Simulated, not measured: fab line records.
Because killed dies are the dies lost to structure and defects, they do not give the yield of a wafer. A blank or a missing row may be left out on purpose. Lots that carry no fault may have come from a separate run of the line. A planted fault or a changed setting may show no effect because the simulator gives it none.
fab line records + flow nandHarc
record:
- lots: 6
- wafers: 18
- lastDay: 34
route steps=1302 shown A_CONTACT@1070 END@1302
lots with no fault: from the same line, run without faults
startH: hours from the record's opening day to when the first of the lot's shown wafers began + waitH: hours from the lot's prior step to this one + " repeats the value in the row above + L1.1+2: one row covering several wafers at once + - either no value or no given start + * or withheld: withheld + < > ~ a bound
route shown NAME@n: NAME is a module with steps in the file, n the number in the route of the first one + usual: average and standard deviation across the fault-free wafers + same: alike in all rows + chamber/n: place in a boat + sites: each site's reading + _std_site: the standard deviation of these + _edge_site: the outer-site mean with the inner-site mean subtracted + radiusMm: how far each site lies from the wafer's centre + mask NAME#n: copy n + behind: the last tool/chamber to shape the wafer + hold: cause of the lot's hold/its duration in hours/its outcome + device: names the non-switching transistor (n, p or np) + end of line: tests run on the same wafers once the route is complete + where a step has no rows: the recipe by itself + killed: at the first sort, the dies lost to defects and structure; wafer yield is something else + map: dies across one wafer; x = killed, . = not, _ = none there
set.NAME: the run value of the setting; set.NAME@STEP: its run value at that earlier step + model.NAME: the simulator's own value behind a step, which no gauge read
lots seen at some steps along the route; tables by step, rows by wafer
services: the hour from which a tool's chamber was out of use, counted from the record's first day as startH (under 0 if before that day), plus the number of hours and why
== steps ==
step: NHARC_A_CONTACT_COAT_86
recipe:
- tempC: 260
- timeS: 75
step: NHARC_A_CONTACT_COAT_87
recipe:
- tempC: 225
- timeS: 65
step: NHARC_A_CONTACT_COAT_02
recipe:
- spinRpm: 1500
- resistThkNm: 90
step: NHARC_A_CONTACT_SOFTBAKE_03
recipe:
- tempC: 105
- timeS: 55
step: NHARC_A_CONTACT_EBR_04
step: NHARC_A_CONTACT_EXPOSE_05
recipe:
- na: 1.35
- sigmaOuter: 0.8
- doseMj: 84.24
- maskId: A_CC
step: NHARC_A_CONTACT_PEB_06
recipe:
- pebTempC: 100
- pebTimeS: 65
step: NHARC_A_CONTACT_DEVELOP_07
recipe:
- developTimeS: 35
- devTempC: 23
step: NHARC_A_CONTACT_CD_MEAS_08
recipe:
- targetCdNm: 200
- landingEnergyEv: 500
usual:
- cdNm: 200.0/0.58
| lot.wafer | tool     | chamber | startH | waitH | cdNm  |
|-----------|----------|---------|--------|-------|-------|
| L944.1    | cdSem-01 | 0       | 531.16 | -     | 200.3 |
| L944.2    | "        | 0       | "      | "     | 200.5 |
| L944.6    | "        | 0       | "      | "     | 199.5 |
| L942.1    | cdSem-01 | 0       | 533.31 | -     | 198.7 |
| L942.2    | "        | 0       | "      | "     | 199.8 |
| L942.6    | "        | 0       | "      | "     | 199.0 |
| L947.1    | cdSem-03 | 0       | 558.78 | -     | 199.7 |
| L947.4    | "        | 0       | "      | "     | 199.8 |
| L947.6    | "        | 0       | "      | "     | 199.6 |
| L961.1    | cdSem-02 | 0       | 704.71 | -     | 199.3 |
| L961.3    | "        | 0       | "      | "     | 200.2 |
| L961.6    | "        | 0       | "      | "     | 199.6 |
| L963.2    | cdSem-02 | 0       | 729.99 | -     | 199.9 |
| L963.4    | "        | 0       | "      | "     | 199.3 |
| L963.6    | "        | 0       | "      | "     | 200.2 |
| L965.1    | cdSem-02 | 0       | 749.69 | -     | 199.8 |
| L965.2    | "        | 0       | "      | "     | 199.6 |
| L965.5    | "        | 0       | "      | "     | 199.8 |
step: NHARC_A_CONTACT_OVL_MEAS_09
usual:
- overlayXNm: 0.0/0.58
- overlayYNm: -0.1/0.97
| lot.wafer | tool       | chamber | startH | waitH | overlayXNm | overlayYNm |
|-----------|------------|---------|--------|-------|------------|------------|
| L944.1    | overlay-01 | -       | 531.25 | -     | -0.2       | -1.1       |
| L944.2    | "          | -       | "      | "     | -0.2       | -1.8       |
| L944.6    | "          | -       | "      | "     | 0.5        | -1.3       |
| L942.1    | overlay-02 | -       | 533.40 | -     | 0.9        | -0.2       |
| L942.2    | "          | -       | "      | "     | 0.8        | 0.1        |
| L942.6    | "          | -       | "      | "     | 0.9        | -0.7       |
| L947.1    | overlay-01 | -       | 558.87 | -     | -0.1       | 0.1        |
| L947.4    | "          | -       | "      | "     | -0.4       | -0.4       |
| L947.6    | "          | -       | "      | "     | 0.4        | -0.1       |
| L961.1    | overlay-02 | -       | 704.79 | -     | -0.3       | -1.5       |
| L961.3    | "          | -       | "      | "     | -0.3       | -1.4       |
| L961.6    | "          | -       | "      | "     | -0.3       | -0.8       |
| L963.2    | overlay-02 | -       | 730.07 | -     | 0.1        | 1.7        |
| L963.4    | "          | -       | "      | "     | 0.5        | 1.7        |
| L963.6    | "          | -       | "      | "     | 0.8        | 1.0        |
| L965.1    | overlay-02 | -       | 749.78 | -     | -0.4       | 0.3        |
| L965.2    | "          | -       | "      | "     | -0.9       | 0.2        |
| L965.5    | "          | -       | "      | "     | -0.7       | 0.1        |
step: NHARC_A_CONTACT_INSPECT_10
usual:
- rawDefectCount: 79/43
| lot.wafer | tool             | chamber | startH | waitH | rawDefectCount |
|-----------|------------------|---------|--------|-------|----------------|
| L944.1    | defectInspect-01 | -       | 531.29 | 0.0   | 85             |
| L944.2    | "                | -       | "      | "     | 62             |
| L944.6    | "                | -       | "      | "     | 70             |
| L942.1    | defectInspect-02 | -       | 533.44 | 0.0   | 16             |
| L942.2    | "                | -       | "      | "     | 21             |
| L942.6    | "                | -       | "      | "     | 18             |
| L947.1    | defectInspect-01 | -       | 558.91 | 0.0   | 24             |
| L947.4    | "                | -       | "      | "     | 22             |
| L947.6    | "                | -       | "      | "     | 29             |
| L961.1    | defectInspect-01 | -       | 704.83 | 0.0   | 71             |
| L961.3    | "                | -       | "      | "     | 78             |
| L961.6    | "                | -       | "      | "     | 69             |
| L963.2    | defectInspect-01 | -       | 730.11 | 0.0   | 81             |
| L963.4    | "                | -       | "      | "     | 93             |
| L963.6    | "                | -       | "      | "     | 101            |
| L965.1    | defectInspect-01 | -       | 749.82 | 0.0   | 74             |
| L965.2    | "                | -       | "      | "     | 68             |
| L965.5    | "                | -       | "      | "     | 65             |
step: NHARC_A_CONTACT_DESCUM_13
recipe:
- timeS: 3
- o2FlowSccm: 200
- arFlowSccm: 0
- biasPowerW: 0
- chemistry: O2
usual:
- drypumpMotorCurrentA: 5.80/0.29
- oesProductAu: 1.001/0.011
- rfVppV: 57.7/0.94
- showerheadPlenumPTorr: 1.93/0.1
- throttleValvePct: 11.312/0.0097
| lot.wafer | tool       | chamber | startH | waitH | drypumpMotorCurrentA | oesProductAu | rfHoursCounterH | rfVppV | showerheadPlenumPTorr | throttleValvePct |
|-----------|------------|---------|--------|-------|----------------------|--------------|-----------------|--------|-----------------------|------------------|
| L944.2    | rieDiel-04 | 2       | 531.37 | 0.1   | 6.02                 | 0.991        | 27              | 57.5   | 1.98                  | 11.310           |
| L944.1    | "          | 3       | "      | "     | 5.68                 | 0.993        | 29              | 58.5   | 2.03                  | 11.302           |
| L944.6    | "          | 0       | "      | "     | 5.78                 | 0.984        | -               | 56.8   | 1.77                  | 11.315           |
| L942.1    | rieDiel-08 | 1       | 533.51 | 0.1   | 6.30                 | 0.997        | 46              | 59.4   | 2.04                  | 11.299           |
| L942.2    | "          | 2       | "      | "     | 5.96                 | 0.997        | 46              | 57.9   | 2.06                  | 11.321           |
| L942.6    | "          | 1       | "      | "     | 6.29                 | 0.999        | -               | 58.5   | 2.04                  | 11.307           |
| L947.1    | rieDiel-08 | 1       | 558.97 | 0.1   | 6.29                 | 1.012        | 1               | 57.5   | 2.04                  | 11.308           |
| L947.4    | "          | 0       | "      | "     | 5.89                 | 1.028        | 1               | 56.8   | 1.86                  | 11.309           |
| L947.6    | "          | 2       | "      | "     | 5.98                 | 1.005        | -               | 58.8   | 2.06                  | 11.323           |
| L961.1    | rieDiel-04 | 1       | 704.90 | 0.1   | 5.49                 | 1.001        | 26              | 56.6   | 1.84                  | 11.330           |
| L961.3    | "          | 2       | "      | "     | 5.96                 | 1.000        | 26              | 57.8   | 1.97                  | 11.331           |
| L961.6    | "          | 0       | "      | "     | 5.79                 | 0.998        | -               | 57.2   | 1.76                  | 11.319           |
| L963.2    | rieDiel-04 | 0       | 730.18 | 0.1   | 5.79                 | 0.970        | 4               | 58.7   | 2.08                  | 11.302           |
| L963.4    | "          | 2       | "      | "     | 6.05                 | 0.988        | 4               | 58.0   | 1.97                  | 11.302           |
| L963.6    | "          | 3       | "      | "     | 5.70                 | 0.979        | -               | 58.3   | 2.02                  | 11.317           |
| L965.2    | rieDiel-05 | 2       | 750.03 | 0.2   | 5.76                 | 0.996        | 38              | 57.3   | 1.83                  | 11.315           |
| L965.1    | "          | 0       | "      | "     | 5.67                 | 1.009        | 37              | 56.9   | 2.04                  | 11.300           |
| L965.5    | "          | 3       | "      | "     | 5.98                 | 1.011        | -               | 58.1   | 1.86                  | 11.332           |
step: NHARC_A_CONTACT_ETCH_88
recipe:
- targetDepthA: 390
- overEtchFrac: 0.3
- timeS: 65
- ionEnergyEv: 80
- cf4FlowSccm: 150
- arFlowSccm: 0
- rfW: 300
- biasW: 100
- chemistry: CF4
usual:
- drypumpMotorCurrentA: 5.79/0.29
- oesProductAu: 1.002/0.0092
- rfFwdPowerW: 296.7/1.2
- rfVppV: 151.3/1.4
- showerheadPlenumPTorr: 1.79/0.085
- throttleValvePct: 13.282/0.0086
| lot.wafer | tool       | chamber | startH | waitH | drypumpMotorCurrentA | oesProductAu | rfFwdPowerW | rfHoursCounterH | rfVppV | showerheadPlenumPTorr | throttleValvePct |
|-----------|------------|---------|--------|-------|----------------------|--------------|-------------|-----------------|--------|-----------------------|------------------|
| L944.2    | rieDiel-04 | 2       | 531.45 | 0.1   | 5.99                 | 0.985        | 296.3       | 27              | 150.3  | 1.83                  | 13.291           |
| L944.1    | "          | 3       | "      | "     | 5.71                 | 1.003        | 297.1       | 29              | 152.4  | 1.87                  | 13.273           |
| L944.6    | "          | 1       | "      | "     | 5.43                 | 1.005        | 296.9       | -               | 151.4  | 1.72                  | 13.280           |
| L942.2    | rieDiel-08 | 2       | 533.59 | 0.1   | 5.95                 | 1.011        | 297.0       | 46              | 151.8  | 1.89                  | 13.294           |
| L942.1    | "          | 3       | "      | "     | 5.19                 | 0.993        | 295.9       | 50              | 151.1  | 1.76                  | 13.292           |
| L942.6    | "          | 3       | "      | "     | 5.15                 | 1.009        | 294.0       | -               | 152.0  | 1.76                  | 13.262           |
| L947.4    | rieDiel-08 | 0       | 559.06 | 0.1   | 5.88                 | 1.013        | 294.5       | 1               | 150.0  | 1.72                  | 13.283           |
| L947.1    | "          | 3       | "      | "     | 5.20                 | 1.002        | 297.3       | 1               | 152.5  | 1.76                  | 13.282           |
| L947.6    | "          | 0       | "      | "     | 5.87                 | 1.015        | 294.7       | -               | 151.1  | 1.72                  | 13.293           |
| L961.1    | rieDiel-04 | 1       | 704.98 | 0.1   | 5.46                 | 1.007        | 297.3       | 26              | 149.8  | 1.71                  | 13.273           |
| L961.3    | "          | 0       | "      | "     | 5.78                 | 1.000        | 296.0       | 27              | 149.9  | 1.64                  | 13.281           |
| L961.6    | "          | 2       | "      | "     | 6.00                 | 0.860        | 297.5       | -               | 151.6  | 1.82                  | 13.289           |
| L963.4    | rieDiel-04 | 1       | 730.27 | 0.1   | 5.46                 | 1.009        | 296.8       | 4               | 149.6  | 1.71                  | 13.295           |
| L963.2    | "          | 2       | "      | "     | 6.03                 | 0.839        | 296.1       | 4               | 151.4  | 1.82                  | 13.278           |
| L963.6    | "          | 3       | "      | "     | 5.70                 | 0.846        | 296.0       | -               | 152.9  | 1.86                  | 13.289           |
| L965.1    | rieDiel-05 | 1       | 750.13 | 0.1   | 6.14                 | 0.994        | 297.9       | 32              | 152.0  | 1.87                  | 13.283           |
| L965.2    | "          | 3       | "      | "     | 5.97                 | 1.016        | 296.8       | 41              | 150.2  | 1.72                  | 13.276           |
| L965.5    | "          | 1       | "      | "     | 6.17                 | 0.989        | 297.0       | -               | 152.8  | 1.87                  | 13.286           |
step: NHARC_A_CONTACT_ETCH_89
recipe:
- targetDepthA: 2600
- overEtchFrac: 0.3
- timeS: 475.3
- ionEnergyEv: 200
- n2FlowSccm: 150
- h2FlowSccm: 150
- arFlowSccm: 0
- rfW: 400
- biasW: 150
- chemistry: N2/H2
usual:
- drypumpMotorCurrentA: 5.80/0.29
- oesProductAu: 1.001/0.0089
- rfFwdPowerW: 399.2/1.2
- rfVppV: 431/3.1
- showerheadPlenumPTorr: 2.06/0.11
- throttleValvePct: 14.172/0.0088
| lot.wafer | tool       | chamber | startH | waitH | drypumpMotorCurrentA | oesProductAu | rfFwdPowerW | rfHoursCounterH | rfVppV | showerheadPlenumPTorr | throttleValvePct |
|-----------|------------|---------|--------|-------|----------------------|--------------|-------------|-----------------|--------|-----------------------|------------------|
| L944.1    | rieDiel-04 | 1       | -      | -     | 5.47                 | 1.008        | 400.2       | 27              | 430    | 1.97                  | 14.157           |
| L944.2    | "          | 3       | "      | "     | 5.70                 | 0.996        | 399.1       | 29              | 435    | 2.17                  | 14.176           |
| L944.6    | "          | 0       | "      | "     | 5.79                 | 0.989        | 401.7       | -               | 424    | 1.88                  | 14.170           |
| L942.2    | rieDiel-08 | 0       | -      | -     | 5.89                 | 0.996        | 401.1       | 51              | 428    | 1.99                  | 14.179           |
| L942.1    | "          | 1       | "      | "     | 6.32                 | 0.994        | 400.1       | 46              | 434    | 2.18                  | 14.163           |
| L942.6    | "          | 0       | "      | "     | 5.88                 | 1.001        | 399.9       | -               | 428    | 1.99                  | 14.166           |
| L947.1    | rieDiel-08 | 1       | -      | -     | 6.32                 | 1.003        | 397.4       | 1               | 435    | 2.18                  | 14.169           |
| L947.4    | "          | 2       | "      | "     | 5.94                 | 1.006        | 399.5       | 1               | 436    | 2.20                  | 14.175           |
| L947.6    | "          | 1       | "      | "     | 6.31                 | 1.007        | 398.4       | -               | 436    | 2.18                  | 14.170           |
| L961.3    | rieDiel-04 | 2       | -      | -     | 6.04                 | 0.998        | 397.8       | 26              | 433    | 2.10                  | 14.176           |
| L961.1    | "          | 0       | "      | "     | 5.76                 | 0.983        | 398.3       | 27              | 426    | 1.87                  | 14.159           |
| L961.6    | "          | 3       | "      | "     | 5.70                 | 0.996        | 398.7       | -               | 432    | 2.16                  | 14.175           |
| L963.4    | rieDiel-04 | 3       | -      | -     | 5.71                 | 0.986        | 397.5       | 4               | 433    | 2.15                  | 14.173           |
| L963.2    | "          | 1       | "      | "     | 5.50                 | 1.007        | 400.9       | 4               | 429    | 1.96                  | 14.190           |
| L963.6    | "          | 3       | "      | "     | 5.69                 | 0.992        | 398.3       | -               | 433    | 2.15                  | 14.164           |
| L965.1    | rieDiel-05 | 1       | -      | -     | 6.13                 | 1.002        | 398.7       | 32              | 435    | 2.16                  | 14.160           |
| L965.2    | "          | 3       | "      | "     | 5.99                 | 1.030        | 397.8       | 41              | 430    | 1.98                  | 14.187           |
| L965.5    | "          | 2       | "      | "     | 5.79                 | 0.989        | 398.8       | -               | 429    | 1.95                  | 14.161           |
step: NHARC_END_SORT_01
recipe:
- tempC: 25
usual:
- killedAtArray: 49/19
- killedAtOther: 0.9/1.1
- killedAtPeriphery: 4.0/2.7
- killedDies: 54/19
- killedOpen: 3.3/1.8
- killedShort: 2.6/1.6
same:
- grossDies: 677
| lot.wafer | tool      | chamber | startH | waitH | killedAtArray | killedAtOther | killedAtPeriphery | killedDies | killedOpen | killedShort |
|-----------|-----------|---------|--------|-------|---------------|---------------|-------------------|------------|------------|-------------|
| L961.1    | prober-01 | 0       | 761.54 | 2.5   | 57            | 1             | 4                 | 62         | 3          | 5           |
| L961.3    | prober-01 | 0       | 763.11 | 3.1   | 50            | 1             | 3                 | 54         | 3          | 1           |
| L961.6    | prober-01 | 0       | 765.46 | 3.9   | 68            | 0             | 1                 | 69         | 0          | 0           |
| L963.2    | prober-01 | 0       | 780.12 | 2.8   | 56            | 0             | 3                 | 59         | 4          | 3           |
| L963.6    | prober-01 | 0       | 783.34 | 4.0   | 67            | 1             | 6                 | 74         | 1          | 2           |
killed by level:class
L961.1 A_CHANNEL_HOLE_D2:chamberFilmFlake=21 A_CHANNEL_HOLE_D1:chamberFilmFlake=12 A_STAIRCASE:chamberFilmFlake=7 A_SLIT:chamberFilmFlake=7 A_CONTACT:chamberFilmFlake=3 P_GATE:geometricParticle:short=1 P_CONTACT:geometricParticle:short=1 P_M0:geometricParticle:open=1
L961.3 A_CHANNEL_HOLE_D1:chamberFilmFlake=17 A_CHANNEL_HOLE_D2:chamberFilmFlake=14 A_SLIT:chamberFilmFlake=7 A_STAIRCASE:chamberFilmFlake=6 A_CONTACT:chamberFilmFlake=4 P_CONTACT:geometricParticle:open=1 P_M0:geometricParticle:open=1 A_WL_FILL:geometricParticle:open=1
L961.6 A_CHANNEL_HOLE_D2:chamberFilmFlake=20 A_CONTACT:areaEtch=19 A_STAIRCASE:chamberFilmFlake=11 A_CHANNEL_HOLE_D1:chamberFilmFlake=7 A_SLIT:chamberFilmFlake=6 A_SGD_CUT:chamberFilmFlake=2 P_STI:chamberFilmFlake=1 A_BLC:chamberFilmFlake=1
L963.2 A_SLIT:chamberFilmFlake=30 A_CHANNEL_HOLE_D1:chamberFilmFlake=9 A_CONTACT:chamberFilmFlake=8 P_GATE:chamberFilmFlake=2 A_CONTACT:areaEtch=2 P_M0:geometricParticle:open=1 A_DECK1_JOINT:geometricParticle:short=1 A_ONON_D2:geometricParticle:open=1
L963.6 A_SLIT:chamberFilmFlake=35 A_CHANNEL_HOLE_D1:chamberFilmFlake=13 A_CONTACT:chamberFilmFlake=10 A_CONTACT:areaEtch=4 P_GATE:chamberFilmFlake=3 P_ZERO_WELL:chamberFilmFlake=2 P_GATE:geometricParticle:short=1 A_CONTACT:geometricParticle:short=1
== services ==
| tool       | chamber | startH | hours | kind      |
|------------|---------|--------|-------|-----------|
| rieDiel-04 | 0       | 511.36 | -     | clean     |
| rieDiel-04 | 1       | 511.36 | -     | clean     |
| rieDiel-04 | 2       | 511.36 | -     | clean     |
| rieDiel-04 | 3       | 511.36 | -     | clean     |
| rieDiel-04 | -       | 531.91 | 9.0   | pm        |
| rieDiel-04 | 0       | 531.91 | 9.0   | ventCycle |
| rieDiel-04 | 1       | 531.91 | 9.0   | ventCycle |
| rieDiel-04 | 2       | 531.91 | 9.0   | ventCycle |
| rieDiel-04 | 3       | 531.91 | 9.0   | ventCycle |
| rieDiel-04 | 0       | 540.91 | -     | clean     |
| rieDiel-04 | 1       | 540.91 | -     | clean     |
| rieDiel-04 | 2       | 540.91 | -     | clean     |
| rieDiel-04 | 3       | 540.91 | -     | clean     |
| rieDiel-08 | -       | 544.85 | 9.0   | pm        |
| rieDiel-05 | -       | 583.25 | 28.3  | repair    |
| rieDiel-04 | -       | 616.43 | 2.0   | repair    |
| rieDiel-05 | 0       | 628.17 | 1.2   | repair    |
| rieDiel-08 | 0       | 636.49 | 8.3   | repair    |
| rieDiel-04 | 2       | 639.55 | 1.3   | repair    |
| rieDiel-04 | 2       | 682.78 | 1.9   | repair    |
| rieDiel-05 | 1       | 683.33 | 7.7   | repair    |
| rieDiel-04 | -       | 708.91 | 9.0   | pm        |
| rieDiel-08 | -       | 722.06 | 9.0   | pm        |
| rieDiel-04 | 1       | 734.00 | 10.8  | repair    |
== key ==
firstSign:
- step: NHARC_A_CONTACT_ETCH_88
- reading: oesProductAu
- direction: down
- sigmas: 17
- usual: 1.002
- struck: 0.849
effect none on later readings
metAt NHARC_A_CONTACT_ETCH_88
struckWafers L961.6,L963.2,L963.6
testerLeftOut L961,L963
onsetBetween 531.45 704.98
fault:
- kind: processParameterDrift
- tool: rieDiel-04
- chamber: -
- onsetH: 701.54
- steps: NHARC_A_CONTACT_ETCH_88
- channel: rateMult
- offset: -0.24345
- shape: step
- endH: 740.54
- scope: struckWafersOnly
testerLeftOut: of these lots the tester's yield and bins aren't shown, on N5 and GAA mostly nor the transistor test; their killed dies are dies lost to structure and defects alone, not to doping, threshold or leakage, so they don't give the yield
